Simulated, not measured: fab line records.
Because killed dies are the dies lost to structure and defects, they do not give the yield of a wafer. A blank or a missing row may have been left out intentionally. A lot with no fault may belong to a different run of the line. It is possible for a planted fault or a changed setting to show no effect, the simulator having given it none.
Which tool was responsible? :: flow nandHarc :: 6 lots with 18 wafers sampled at 5 steps, on a route of 1159 steps

## WHAT EACH GAUGE READ, for each wafer
NHARC_END_SORT_01.
lot: L993
measured: day 23 09:13
on: prober-01
killedAtArray: 41

lot: L995
measured: day 23 19:53
on: prober-01
killedAtArray: 12 17 20

## WHAT TOOL EACH LOT RAN ON (gives the tool, then ch and the chambers of the sampled wafers, and finally the start)
lot: L983
NHARC_P_STI_ETCH_31: rieDiel-02 ch 0,2, day 7 02:15 or earlier
NHARC_P_GATE_HM_OPEN_105: rieDiel-08 ch 0,1, day 7 02:15 or earlier
NHARC_P_GATE_COAT_40: lithoTrack-05 ch 0, day 7 02:15
NHARC_P_GATE_STRIP_75: plasmaAsher-02 ch 0,1, day 7 03:53

lot: L985
NHARC_P_STI_ETCH_31: rieDiel-02 ch 0,2,3, day 7 13:55 or earlier
NHARC_P_GATE_HM_OPEN_105: rieDiel-06 ch 1,2,3, day 7 13:55 or earlier
NHARC_P_GATE_COAT_40: lithoTrack-05, day 7 13:55
NHARC_P_GATE_STRIP_75: plasmaAsher-02 ch 0,1, day 7 15:25

lot: L993
NHARC_P_STI_ETCH_31: rieDiel-09 ch 1,2,3, day 9 08:22 or earlier
NHARC_P_GATE_HM_OPEN_105: rieDiel-08 ch 2,3, day 9 08:22 or earlier
NHARC_P_GATE_COAT_40: lithoTrack-03 ch 0, day 9 08:22
NHARC_P_GATE_STRIP_75: plasmaAsher-01 ch 0,1, day 9 09:38

lot: L995
NHARC_P_STI_ETCH_31: rieDiel-02 ch 1,2,3, day 9 19:37 or earlier
NHARC_P_GATE_HM_OPEN_105: rieDiel-04 ch 2,3, day 9 19:37 or earlier
NHARC_P_GATE_COAT_40: lithoTrack-05 ch 0, day 9 19:37
NHARC_P_GATE_STRIP_75: plasmaAsher-02 ch 0,1, day 9 21:40

lot: L997
NHARC_P_STI_ETCH_31: rieDiel-09 ch 0,1, day 10 18:34 or earlier
NHARC_P_GATE_HM_OPEN_105: rieDiel-08 ch 2,3, day 10 18:34 or earlier
NHARC_P_GATE_COAT_40: lithoTrack-05 ch 0, day 10 18:34
NHARC_P_GATE_STRIP_75: plasmaAsher-01 ch 0,1, day 10 19:52

lot: L999
NHARC_P_STI_ETCH_31: rieDiel-09 ch 0,1,2, day 10 18:22 or earlier
NHARC_P_GATE_HM_OPEN_105: rieDiel-06 ch 0,3, day 10 18:22 or earlier
NHARC_P_GATE_COAT_40: lithoTrack-03 ch 0, day 10 18:22
NHARC_P_GATE_STRIP_75: plasmaAsher-01 ch 0,1, day 10 19:29
- NHARC_P_STI_ETCH_31: etches the open film in CF4/CHF3, target depth 108.9 nm, time 54.5 s.
- NHARC_P_GATE_HM_OPEN_105: chemistry O2/COS, target depth 360 nm.
- NHARC_P_GATE_COAT_40
- NHARC_P_GATE_STRIP_75: strips in O2.

## THE ANSWER, worked out from the rows above alone
Rule: what is usual is taken from the lots themselves. Put in order of their means at a reading, lots are off if they are a third of the lots or fewer, leave a main group of 4 or more, and stand apart from it by a gap of 3 or more times the standard deviation of the main group's means; of several such gaps the widest counts. Not used: any main group whose means are identical at the precision the tables above print for the reading. A lot without any number at a reading at which 4 lots or more have one is off too. Where the step has rows for the other lots, those lots are counted as sound.
No lot is off on any of the readings shown, so nothing can be concluded from this.

## WHAT THE SIMULATOR PUT IN
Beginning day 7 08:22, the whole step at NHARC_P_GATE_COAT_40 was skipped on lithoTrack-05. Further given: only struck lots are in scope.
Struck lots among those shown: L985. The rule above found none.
